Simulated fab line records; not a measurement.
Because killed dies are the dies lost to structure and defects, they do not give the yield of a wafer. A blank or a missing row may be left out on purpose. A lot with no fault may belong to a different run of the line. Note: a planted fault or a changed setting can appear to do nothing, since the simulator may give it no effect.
fab line records	flow n5Finfet
record lots=10	wafers=28	lastDay=21
route steps=1938 shown BEOL_M0_SAQP@634 BEOL_M4@1111 PASSIVATION@1936
lots with no fault: from the same line, run without faults
startH: hours from the record's opening day to when the first of the lot's shown wafers began	waitH: hours from the lot's prior step to this one	" unchanged from the row above	L1.1+2: one row covering several wafers at once	- no value, or no start given	* or withheld: withheld	< > ~ a bound
route shown NAME@n: a module of which the file shows steps, and the number in the route of the first	usual: the fault-free wafers' mean and standard deviation	same: alike in all rows	chamber/n: place in a boat	sites: each site's reading	_std_site: their standard deviation	_edge_site: outer sites' mean less inner sites'	radiusMm: for every site, how far away it sits from the centre of the wafer	mask NAME#n: copy n	behind: the most recent tool/chamber to have shaped the wafer	hold: why the lot was held/for how many hours/how that ended	device: the n, p or np transistor that did not switch	end of line: tests of these same wafers at the route's end	step lacking rows: just its recipe	killed: not the wafer's yield, but the dies lost to structure and defects at the first sort	map: the dies of a wafer, with x for killed, . for not killed, _ for no die there
set.NAME: setting as actually run; set.NAME@STEP: the setting as run at that earlier step	model.NAME: the simulator's own value behind a step, which no gauge read
the route's steps for a sample of lots (tables are steps, rows are wafers)
services: the hour from which a tool's chamber was out of use, counted from the record's first day as startH (under 0 if before that day), plus the number of hours and why
## steps
# step N5_BEOL_M0_SAQP_HM_DEP_02
# recipe material=TiN	targetThkA=120	tempC=25	chamberPressurePa=0.49996
# usual throttleValvePct=30.1/1.2
lot.wafer	tool	chamber	startH	waitH	throttleValvePct
L998.2	pvdSputter-02	-	122.37	0.1	30.3
L998.5	"	-	"	"	30.3
L998.6	"	-	"	"	30.6
L101.2	pvdSputter-02	-	139.73	0.2	30.5
L101.3	"	-	"	"	30.5
L101.4	"	-	"	"	30.6
L102.4	pvdSputter-03	-	147.42	1.0	30.2
L102.5	"	-	"	"	28.4
L103.1	pvdSputter-02	-	154.25	0.7	28.7
L103.2	"	-	"	"	30.5
L103.6	"	-	"	"	30.9
L106.1	pvdSputter-01	-	173.63	2.2	31.4
L106.3	"	-	"	"	30.0
L106.5	"	-	"	"	31.9
L107.3	pvdSputter-02	-	181.04	1.1	30.6
L107.6	"	-	"	"	30.6
L109.1	pvdSputter-03	-	186.57	0.2	31.9
L109.2	"	-	"	"	29.0
L109.6	"	-	"	"	28.2
L112.2	pvdSputter-02	-	203.89	0.7	30.4
L112.3	"	-	"	"	30.2
L112.6	"	-	"	"	29.1
L113.3	pvdSputter-01	-	206.62	0.5	32.0
L113.4	"	-	"	"	28.8
L113.6	"	-	"	"	31.7
L119.2	pvdSputter-03	-	247.13	0.0	28.9
L119.3	"	-	"	"	28.3
L119.6	"	-	"	"	28.7
# step N5_BEOL_M0_SAQP_HM_DEP_111
# recipe material=SiO2	targetThkA=120	tempC=400	precursor=SiH4/N2O	pressureTorr=0.75	rfW=275	timeS=7.2
# usual heaterPowerW=762/150	showerheadPlenumPTorr=8.15/0.17
# same timeS=7.2
lot.wafer	tool	chamber	startH	waitH	heaterPowerW	showerheadPlenumPTorr
L998.2	pecvd-03	1	122.74	0.0	625	8.07
L998.5	"	1	"	"	636	8.09
L998.6	"	0	"	"	589	8.08
L101.2	pecvd-01	0	140.10	0.0	673	8.11
L101.3	"	2	"	"	663	8.25
L101.4	"	0	"	"	680	8.09
L102.4	pecvd-03	2	147.81	0.1	918	8.40
L102.5	"	1	"	"	702	8.04
L103.1	pecvd-04	2	154.61	0.0	968	8.22
L103.2	"	1	"	"	861	7.87
L103.6	"	0	"	"	1059	8.03
L106.1	pecvd-03	2	174.00	0.0	774	8.41
L106.3	"	0	"	"	563	8.06
L106.5	"	0	"	"	565	8.08
L107.3	pecvd-04	1	181.43	0.1	847	7.88
L107.6	"	1	"	"	839	7.90
L109.1	pecvd-04	2	186.94	0.0	972	8.20
L109.2	"	1	"	"	783	7.89
L109.6	"	0	"	"	1001	8.01
L112.2	pecvd-01	1	204.35	0.0	883	8.38
L112.3	"	0	"	"	756	8.10
L112.6	"	0	"	"	743	8.12
L113.3	pecvd-03	0	206.98	0.0	597	8.07
L113.4	"	2	"	"	791	8.43
L113.6	"	0	"	"	582	8.09
L119.2	pecvd-03	1	247.50	0.0	669	8.07
L119.3	"	2	"	"	864	8.43
L119.6	"	0	"	"	657	8.10
# step N5_BEOL_M0_SAQP_EXPOSE_11
# recipe maskId=M0_CORE	na=1.35	sourceShape=dipole	sigmaInner=0.538	sigmaOuter=0.738	polarization=te	targetCdNm=42	doseMj=55
# usual focusOffsetNm=0.0/0.5
lot.wafer	tool	chamber	startH	waitH	mask	focusOffsetNm
L998.2	arfiScanner-03	0	123.06	-	M0_CORE#0	-0.7
L998.5	"	0	"	"	M0_CORE#0	-0.1
L998.6	"	0	"	"	M0_CORE#0	-0.2
L101.2	arfiScanner-01	0	140.42	-	M0_CORE#0	0.4
L101.3	"	0	"	"	M0_CORE#0	-0.1
L101.4	"	0	"	"	M0_CORE#0	-0.2
L102.4	arfiScanner-01	0	148.00	-	M0_CORE#0	1.0
L102.5	"	0	"	"	M0_CORE#0	0.1
L103.1	arfiScanner-01	0	154.81	-	M0_CORE#0	0.7
L103.2	"	0	"	"	M0_CORE#0	-0.1
L103.6	"	0	"	"	M0_CORE#0	-0.1
L106.1	arfiScanner-01	0	174.19	-	M0_CORE#0	0.2
L106.3	"	0	"	"	M0_CORE#0	-0.3
L106.5	"	0	"	"	M0_CORE#0	-0.1
L107.3	arfiScanner-02	0	181.77	-	M0_CORE#0	0.6
L107.6	"	0	"	"	M0_CORE#0	0.5
L109.1	arfiScanner-01	0	187.26	-	M0_CORE#0	-0.6
L109.2	"	0	"	"	M0_CORE#0	-0.8
L109.6	"	0	"	"	M0_CORE#0	-0.6
L112.2	arfiScanner-01	0	204.55	-	M0_CORE#0	-0.2
L112.3	"	0	"	"	M0_CORE#0	-0.3
L112.6	"	0	"	"	M0_CORE#0	-0.2
L113.3	arfiScanner-01	0	207.19	-	M0_CORE#0	-0.1
L113.4	"	0	"	"	M0_CORE#0	-0.1
L113.6	"	0	"	"	M0_CORE#0	0.4
L119.2	arfiScanner-03	0	247.82	-	M0_CORE#0	-1.0
L119.3	"	0	"	"	M0_CORE#0	-0.1
L119.6	"	0	"	"	M0_CORE#0	-0.1
# step N5_BEOL_M0_SAQP_CD_MEAS_14
# recipe targetCdNm=42.5	landingEnergyEv=500	detector=seInlens
# usual cdNm=42.4/0.38
# same landingEnergyEv=500
lot.wafer	tool	chamber	startH	waitH	cdNm
L998.2	cdSem-01	0	123.18	-	43.0
L998.5	"	0	"	"	42.0
L998.6	"	0	"	"	42.0
L101.2	cdSem-03	0	140.54	-	42.6
L101.3	"	0	"	"	42.3
L101.4	"	0	"	"	42.0
L102.4	cdSem-03	0	148.11	-	42.5
L102.5	"	0	"	"	42.6
L103.1	cdSem-03	0	154.93	-	42.9
L103.2	"	0	"	"	42.6
L103.6	"	0	"	"	42.4
L106.1	cdSem-02	0	174.32	-	42.2
L106.3	"	0	"	"	43.0
L106.5	"	0	"	"	43.2
L107.3	cdSem-01	0	181.89	-	42.5
L107.6	"	0	"	"	42.0
L109.1	cdSem-01	0	187.38	-	42.2
L109.2	"	0	"	"	42.5
L109.6	"	0	"	"	42.3
L112.2	cdSem-01	0	204.67	-	37.6
L112.3	"	0	"	"	42.3
L112.6	"	0	"	"	42.5
L113.3	cdSem-02	0	207.31	-	41.5
L113.4	"	0	"	"	37.4
L113.6	"	0	"	"	42.0
L119.2	cdSem-03	0	247.94	-	41.9
L119.3	"	0	"	"	41.9
L119.6	"	0	"	"	42.4
# step N5_BEOL_M0_SAQP_ETCH_84
# recipe chemistry=N2/H2	target=SOC	targetDepthA=1000	overetchA=200	maskMaterial=SiARC	tempC=40	timeS=150	ionEnergyEv=200	pressureMtorr=30	sourceW=840	biasW=150	n2FlowSccm=200	h2FlowSccm=200
# usual chamberPressureMTorr=29.997/0.028	drypumpMotorCurrentA=5.6/0.31	oesProductAu=0.70/0.076	rfVppV=523.5/3	showerheadPlenumPTorr=2.53/0.11	tempC=40.00/0.11	throttleValvePct=17.8/0.36
# same timeS=150
lot.wafer	tool	chamber	startH	waitH	chamberPressureMTorr	drypumpMotorCurrentA	oesProductAu	rfHoursCounterH	rfVppV	showerheadPlenumPTorr	tempC	throttleValvePct
L998.2	rieDiel-06	0	123.35	0.0	30.064	5.7	0.63	243	522.5	2.49	39.97	17.7
L998.5	"	0	"	"	29.990	5.7	0.63	-	522.4	2.49	39.97	17.7
L998.6	"	3	"	"	29.989	5.4	0.62	-	520.2	2.41	39.92	18.5
L101.2	rieDiel-06	2	140.74	0.0	30.008	5.8	0.67	151	527.1	2.65	40.07	17.4
L101.3	"	0	"	"	30.023	5.7	0.63	246	523.0	2.49	40.08	17.7
L101.4	"	1	"	"	29.976	5.7	0.72	115	520.7	2.43	40.08	18.0
L102.4	rieDiel-02	3	148.56	0.0	29.945	5.4	0.79	23	529.4	2.70	39.99	17.5
L102.5	"	2	"	"	30.039	5.9	0.65	-	521.0	2.45	39.99	18.1
L103.1	rieDiel-06	1	155.11	0.0	29.994	5.7	0.71	121	523.5	2.42	39.82	18.0
L103.2	"	2	"	"	30.009	5.8	0.67	157	525.4	2.65	40.03	17.4
L103.6	"	3	"	"	30.000	5.4	0.60	-	519.8	2.41	40.04	18.5
L106.1	rieDiel-02	0	174.49	0.0	30.014	5.8	0.74	65	522.8	2.45	39.94	17.6
L106.3	"	2	"	"	29.972	5.8	0.65	182	520.9	2.44	40.19	18.2
L106.5	"	2	"	"	30.015	5.9	0.64	-	520.2	2.44	40.05	18.2
L107.3	rieDiel-02	1	182.06	0.0	30.004	4.8	0.69	153	523.6	2.53	39.82	18.1
L107.6	"	2	"	"	29.980	5.9	0.64	-	520.3	2.44	39.86	18.2
L109.1	rieDiel-02	3	187.55	0.0	29.987	5.4	0.77	37	529.5	2.69	40.16	17.5
L109.2	"	2	"	"	30.003	5.9	0.63	187	520.1	2.44	39.98	18.2
L109.6	"	2	"	"	30.010	5.9	0.63	-	521.6	2.44	40.18	18.2
L112.2	rieDiel-06	1	204.87	0.0	30.020	5.6	0.70	143	520.9	2.41	40.06	18.0
L112.3	"	0	"	"	30.001	5.7	0.84	14	522.4	2.49	40.01	17.2
L112.6	"	0	"	"	29.977	5.8	0.85	-	522.1	2.49	40.02	17.3
L113.3	rieDiel-06	2	207.48	0.0	30.019	5.8	0.65	180	527.0	2.64	40.07	17.4
L113.4	"	3	"	"	30.029	5.4	0.89	1	529.0	2.73	39.96	18.1
L113.6	"	3	"	"	30.014	5.4	0.89	-	528.1	2.73	40.08	18.1
L119.2	rieDiel-06	2	248.12	0.0	30.032	5.8	0.64	192	525.9	2.63	39.81	17.5
L119.3	"	0	"	"	29.996	5.7	0.82	27	523.8	2.48	39.85	17.3
L119.6	"	3	"	"	29.989	5.4	0.84	-	528.3	2.72	40.15	18.1
# step N5_BEOL_M4_RC_MEAS_101
# usual DIBL_N=37.7/2	DIBL_P=37.7/2.3	IOFF_N=0.18/0.039	IOFF_P=0.23/0.042	ION_N=681/12	ION_P=463/8	SS_N=71.9/0.68	SS_P=73.6/0.71	VT_N=248/3.2	VT_P=-249/3.1
lot.wafer	tool	chamber	startH	waitH	DIBL_N[mV/V]	DIBL_P[mV/V]	IOFF_N[nA/um]	IOFF_P[nA/um]	ION_N[uA/um]	ION_P[uA/um]	SS_N[mV/dec]	SS_P[mV/dec]	VT_N[mV]	VT_P[mV]
L998.2	prober-02	0	265.07	0.2	42.7	41.4	0.26	0.31	704	480	73.3	74.6	244	-245
L998.5	"	0	"	"	36.7	34.8	0.13	0.18	672	465	71.3	72.9	254	-254
L998.6	"	0	"	"	42.0	40.6	0.25	0.30	707	482	72.9	74.4	245	-247
L101.2	prober-02	0	281.51	0.2	36.9	37.8	0.16	0.22	654	455	71.3	74.1	252	-251
L101.3	"	0	"	"	40.1	40.5	0.25	0.27	685	462	73.1	74.9	244	-249
L101.4	"	0	"	"	35.0	34.6	0.14	0.18	679	455	71.2	73.2	250	-253
L103.1	prober-01	0	298.57	0.0	40.2	40.8	0.22	0.27	673	456	72.8	74.5	246	-248
L103.2	"	0	"	"	39.1	39.3	0.21	0.24	687	465	72.5	73.8	247	-248
L103.6	"	0	"	"	38.9	38.2	0.19	0.22	662	449	71.9	73.5	251	-251
L102.4	prober-01	0	305.76	0.5	36.3	37.5	0.16	0.21	684	469	72.1	73.8	252	-249
L102.5	"	0	"	"	39.2	41.1	0.23	0.26	700	471	72.5	75.4	245	-248
L107.3	prober-01	0	317.48	0.3	39.9	40.9	0.22	0.27	709	470	72.0	74.2	244	-249
L107.6	"	0	"	"	41.5	41.8	0.27	0.30	715	484	72.1	74.2	242	-245
L106.1	prober-02	0	323.10	0.0	34.1	34.6	0.14	0.18	668	453	70.5	72.2	250	-252
L106.3	"	0	"	"	36.3	37.9	0.19	0.24	697	472	72.3	73.2	247	-248
L106.5	"	0	"	"	34.2	35.2	0.16	0.19	689	470	71.6	73.5	247	-249
L113.3	prober-02	0	348.76	0.3	37.2	36.4	0.17	0.23	674	463	71.4	73.9	248	-250
L113.4	"	0	"	"	37.3	36.6	0.16	0.23	680	463	72.0	74.3	252	-250
L113.6	"	0	"	"	38.1	37.9	0.19	0.25	676	459	72.4	73.7	249	-246
L109.1	prober-01	0	353.43	0.0	34.6	35.0	0.14	0.19	668	461	70.6	73.0	249	-250
L109.2	"	0	"	"	36.4	37.2	0.16	0.22	673	461	71.1	73.6	251	-251
L109.6	"	0	"	"	39.1	40.1	0.21	0.27	685	458	72.7	73.4	247	-248
L112.2	prober-02	0	358.24	0.2	37.4	38.8	0.16	0.23	663	454	71.4	74.0	254	-251
L112.3	"	0	"	"	40.2	41.9	0.23	0.27	682	461	72.8	74.6	246	-249
L112.6	"	0	"	"	36.1	37.4	0.15	0.20	674	456	71.9	73.9	252	-252
L119.2	prober-02	0	402.43	0.2	36.5	36.5	0.16	0.26	662	460	71.5	73.6	250	-245
L119.3	"	0	"	"	33.3	31.9	0.12	0.17	680	463	70.8	73.0	248	-251
L119.6	"	0	"	"	36.9	37.3	0.19	0.26	686	475	72.2	74.0	248	-246
# step N5_PASSIVATION_PROBE_49
# usual defectLimitedYield=91.1/1.4	killed_at_M0_to_M3=34/9.6	killed_at_M4_up=15/5.3	killedAtContacts=12/6.1	killedAtFrontEnd=40/11	killedAtOther=3.5/2.8	killedDies=105/17	killedOnRim=14/4.3	killedOpen=70/12	killedShort=34/7.7	sort_bin_4_leakage=0.01/0.07	sort_bin_5_function=5.2/0.97	sort_bin_6_memory=3.4/0.62	sortNPass=1075/17	sortYieldPct=91.1/1.4
# same grossDies=1180	killedAtBackSide=0	sort_bin_8_speed[%]=0
lot.wafer	tool	chamber	startH	waitH	defectLimitedYield[%]	killed_at_M0_to_M3	killed_at_M4_up	killedAtContacts	killedAtFrontEnd	killedAtOther	killedDies	killedOnRim	killedOpen	killedShort	sort_bin_4_leakage[%]	sort_bin_5_function[%]	sort_bin_6_memory[%]	sortNPass	sortYieldPct[%]
L113.3	prober-02	-	449.95	0.1	89.7	43	12	15	47	4	121	21	81	37	0	5.5	4.0	1059	89.7
L113.4	prober-02	-	450.00	0.2	87.9	70	15	9	45	4	143	32	75	37	0	7.6	3.9	1037	87.9
L113.6	prober-02	-	450.10	0.3	91.2	34	7	19	41	3	104	12	68	36	0	5.7	3.0	1076	91.2
L112.2	prober-01	-	456.98	0.1	88.6	67	10	12	39	6	134	36	49	46	0	7.9	3.3	1046	88.6
L112.3	prober-01	-	457.03	0.1	92.1	30	21	10	26	6	93	11	53	40	0	4.5	2.9	1087	92.1
L112.6	prober-01	-	457.18	0.3	91.4	32	18	9	36	6	101	16	67	34	0	5.4	3.0	1079	91.4
L119.2	prober-01	-	510.11	0.1	93.0	30	10	9	30	4	83	13	53	27	0	3.8	2.8	1097	93.0
L119.3	prober-01	-	510.16	0.1	93.0	25	13	8	34	3	83	11	55	26	0	4.2	2.5	1097	93.0
L119.6	prober-01	-	510.31	0.3	93.2	22	13	8	25	12	80	18	54	25	0	3.7	2.7	1100	93.2
# killed by level:class
L113.3 BEOL_M0_SAQP:geometricParticle:open=16 MOL_CONTACT_COAG:geometricParticle:open=13 FIN_SAQP:geometricParticle:short=11 BEOL_M2:geometricParticle:open=9 STI_FIN_REVEAL:geometricParticle:open=8 FIN_SAQP:geometricParticle:open=7 BEOL_M0_SAQP:geometricParticle:short=7 BEOL_M3:geometricParticle:open=6
L113.4 BEOL_M0_SAQP:areaExpose=31 BEOL_M2:geometricParticle:open=15 FIN_SAQP:geometricParticle:short=11 FIN_SAQP:geometricParticle:open=10 STI_FIN_REVEAL:geometricParticle:open=9 BEOL_M0_SAQP:geometricParticle:short=6 MOL_CONTACT_COAG:geometricParticle:open=5 BEOL_M3:geometricParticle:open=5
L113.6 MOL_CONTACT_COAG:geometricParticle:open=17 BEOL_M2:geometricParticle:open=12 FIN_SAQP:geometricParticle:short=11 FIN_SAQP:geometricParticle:open=9 STI_FIN_REVEAL:geometricParticle:open=7 BEOL_M1:geometricParticle:open=5 BEOL_M2:geometricParticle:short=5 BEOL_M0_SAQP:geometricParticle:short=4
L112.2 BEOL_M0_SAQP:areaExpose=38 BEOL_M0_SAQP:geometricParticle:short=15 FIN_SAQP:geometricParticle:short=10 MOL_CONTACT_COAG:geometricParticle:open=8 BEOL_M0_SAQP:geometricParticle:open=7 STI_FIN_REVEAL:geometricParticle:open=6 STARTING-WAFER:geometricParticle:short=5 FIN_SAQP:geometricParticle:open=4
L112.3 FIN_SAQP:geometricParticle:short=9 BEOL_M0_SAQP:geometricParticle:open=9 MOL_CONTACT_COAG:geometricParticle:open=8 BEOL_M2:geometricParticle:open=7 BEOL_M4:geometricParticle:open=7 BEOL_M4:geometricParticle:short=6 BEOL_M0_SAQP:geometricParticle:short=5 BEOL_M2:geometricParticle:short=3
L112.6 MOL_CONTACT_COAG:geometricParticle:open=9 BEOL_M2:geometricParticle:open=9 BEOL_M4:geometricParticle:open=9 FIN_SAQP:geometricParticle:short=7 STI_FIN_REVEAL:geometricParticle:open=6 BEOL_M0_SAQP:geometricParticle:short=6 FIN_SAQP:geometricParticle:open=5 BEOL_M3:geometricParticle:short=5
L119.2 BEOL_M2:geometricParticle:open=12 MOL_CONTACT_COAG:geometricParticle:open=8 BEOL_M0_SAQP:geometricParticle:open=8 FIN_SAQP:geometricParticle:short=5 STI_FIN_REVEAL:geometricParticle:open=5 STARTING-WAFER:geometricParticle:short=5 FIN_SAQP:geometricParticle:open=4 GATE_CUT:geometricParticle:short=4
L119.3 BEOL_M2:geometricParticle:open=10 MOL_CONTACT_COAG:geometricParticle:open=8 FIN_SAQP:geometricParticle:open=6 FIN_SAQP:geometricParticle:short=6 STARTING-WAFER:geometricParticle:open=6 BEOL_M4:geometricParticle:open=5 BEOL_M0_SAQP:geometricParticle:open=4 DUMMY_GATE:geometricParticle:open=3
L119.6 STI_FIN_REVEAL:geometricParticle:open=7 MOL_CONTACT_COAG:geometricParticle:open=7 BEOL_M0_SAQP:geometricParticle:short=7 BEOL_M4:geometricParticle:open=7 BEOL_M2:geometricParticle:open=5 FIN_SAQP:geometricParticle:open=4 MIM_TOP:geometricParticle:open=4 PAD_METAL:geometricParticle:short=4
## services
tool	chamber	startH	hours	kind
pvdSputter-02	-	102.33	3.4	repair
pvdSputter-02	-	113.98	5.4	repair
pvdSputter-03	-	115.44	3.8	repair
arfiScanner-01	-	117.17	1.0	pm
arfiScanner-03	-	119.00	0.2	repair
arfiScanner-03	-	130.57	0.7	repair
arfiScanner-01	-	143.96	0.8	pm
arfiScanner-03	-	150.57	0.8	pm
arfiScanner-02	-	152.18	0.8	pm
rieDiel-06	0	152.53	-	clean
rieDiel-06	0	152.53	-	consumableReplace:focusRing
arfiScanner-01	0	154.87	-	calibration
arfiScanner-02	-	158.10	1.0	pm
pecvd-03	1	159.56	3.4	repair
arfiScanner-02	-	160.64	0.9	repair
arfiScanner-03	-	163.91	1.3	pm
arfiScanner-01	-	178.05	1.3	pm
rieDiel-06	3	179.10	4.1	repair
pvdSputter-03	-	189.21	0.6	repair
arfiScanner-01	-	204.67	0.8	pm
pecvd-04	-	204.95	2.6	repair
pecvd-01	-	212.39	6.0	pm
arfiScanner-02	-	216.25	1.3	pm
arfiScanner-03	-	240.70	1.0	pm
## key
firstSign step=N5_BEOL_M0_SAQP_CD_MEAS_14	reading=cdNm	direction=down	sigmas=13	usual=42.4	struck=37.5
effect step=N5_PASSIVATION_PROBE_49	reading=killed_at_M0_to_M3	direction=up	sigmas=3.5	usual=34	struck=68
moreKillsBornAt N5_BEOL_M0_SAQP_EXPOSE_11@arfiScanner-01=69
metAt N5_BEOL_M0_SAQP_EXPOSE_11
struckLots L112,L113
struckWafers L112.2,L113.4
notActingAt N5_BEOL_M0_SAQP_HM_DEP_02,N5_BEOL_M0_SAQP_HM_DEP_111,N5_BEOL_M0_SAQP_ETCH_84
onsetBetween 187.26 204.55
fault kind=processParameterDrift	tool=arfiScanner-01	chamber=-	onsetH=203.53	steps=N5_BEOL_M0_SAQP_EXPOSE_11	channel=focusNm	offset=177.26	shape=step	endH=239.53	scope=struckWafersOnly
